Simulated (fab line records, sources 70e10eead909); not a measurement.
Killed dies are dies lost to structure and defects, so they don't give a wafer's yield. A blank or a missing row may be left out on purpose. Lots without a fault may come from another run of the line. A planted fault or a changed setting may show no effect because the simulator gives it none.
Chamber matching | flow nand_harc | NHARC_P_GATE_DESCUM_61 on rie_diel-11: 4 sister chambers
The step chemistry O2, time 3 s. 18 wafers are shown with their chamber, then 9 later ones without.

WAFERS WITH THEIR CHAMBER
wafer  | chamber | showerhead_plenum_p_Torr (Torr) | drypump_motor_current_A (A) | oes_product_au (a.u.)
L078.2 | 2       | 2.01                            | 5.4                         | 0.980
L078.4 | 0       | 2.02                            | 5.7                         | 0.987
L078.5 | 0       | 2.02                            | 5.7                         | 0.978
L080.3 | 2       | 2.01                            | 5.4                         | 0.993
L080.4 | 0       | 2.02                            | 5.7                         | 0.983
L080.6 | 0       | 2.02                            | 5.7                         | 0.998
L084.2 | 1       | 1.88                            | 4.9                         | 1.006
L084.3 | 0       | 2.02                            | 5.7                         | 0.982
L084.4 | 3       | 1.95                            | 5.4                         | 1.022
L085.1 | 2       | 2.01                            | 5.5                         | 0.998
L085.4 | 3       | 1.95                            | 5.4                         | 1.021
L085.5 | 0       | 2.01                            | 5.7                         | 0.998
L087.1 | 2       | 2.01                            | 5.4                         | 0.990
L087.2 | 0       | 2.01                            | 5.7                         | 0.984
L087.3 | 3       | 1.95                            | 5.5                         | 1.021
L090.1 | 0       | 2.01                            | 5.7                         | 0.987
L090.3 | 3       | 1.95                            | 5.5                         | 1.025
L090.4 | 2       | 2.01                            | 5.4                         | 1.002

SIGNATURES (means of the wafers above)
reading                  | chamber 0 | chamber 1 | chamber 2 | chamber 3 | scatter within a chamber
showerhead_plenum_p_Torr | 2.0162    | 1.8800    | 2.0100    | 1.9500    | 0.00366
drypump_motor_current_A  | 5.700     | 4.900     | 5.420     | 5.450     | 0.0359
oes_product_au           | 0.98713   | 1.00600   | 0.99260   | 1.02225   | 0.0069
Rule: a wafer's distance from a chamber is the root of the sum, over the readings, of the square of ((its reading less the chamber's mean) divided by the reading's scatter). The wafer belongs to the nearest chamber; if the next one is less than 2 further off, it can't be placed. The scatter: the root of (the sum of the squares of (reading less its chamber's mean) over the shown wafers, divided by (wafers less chambers)).

WAFERS WITHOUT THEIR CHAMBER
wafer  | showerhead_plenum_p_Torr (Torr) | drypump_motor_current_A (A) | oes_product_au (a.u.)
L092.1 | 1.87                            | 5.0                         | 1.003
L092.2 | 2.01                            | 5.4                         | 0.995
L092.4 | 1.95                            | 5.5                         | 1.006
L093.1 | 1.95                            | 5.5                         | 1.007
L093.3 | 1.87                            | 5.0                         | 1.017
L093.5 | 1.87                            | 5.0                         | 1.013
L096.1 | 2.01                            | 5.7                         | 0.979
L096.2 | 1.95                            | 5.4                         | 1.023
L096.3 | 1.87                            | 5.0                         | 1.005

WHICH CHAMBER EACH WENT THROUGH
wafer  | from the rows above | in truth
L092.1 | 1                   | 1
L092.2 | 2                   | 2
L092.4 | 3                   | 3
L093.1 | 3                   | 3
L093.3 | 1                   | 1
L093.5 | 1                   | 1
L096.1 | 0                   | 0
L096.2 | 3                   | 3
L096.3 | 1                   | 1
Placed correctly: 9 of 9. Can't be placed from these rows: 0. Placed wrongly: 0.
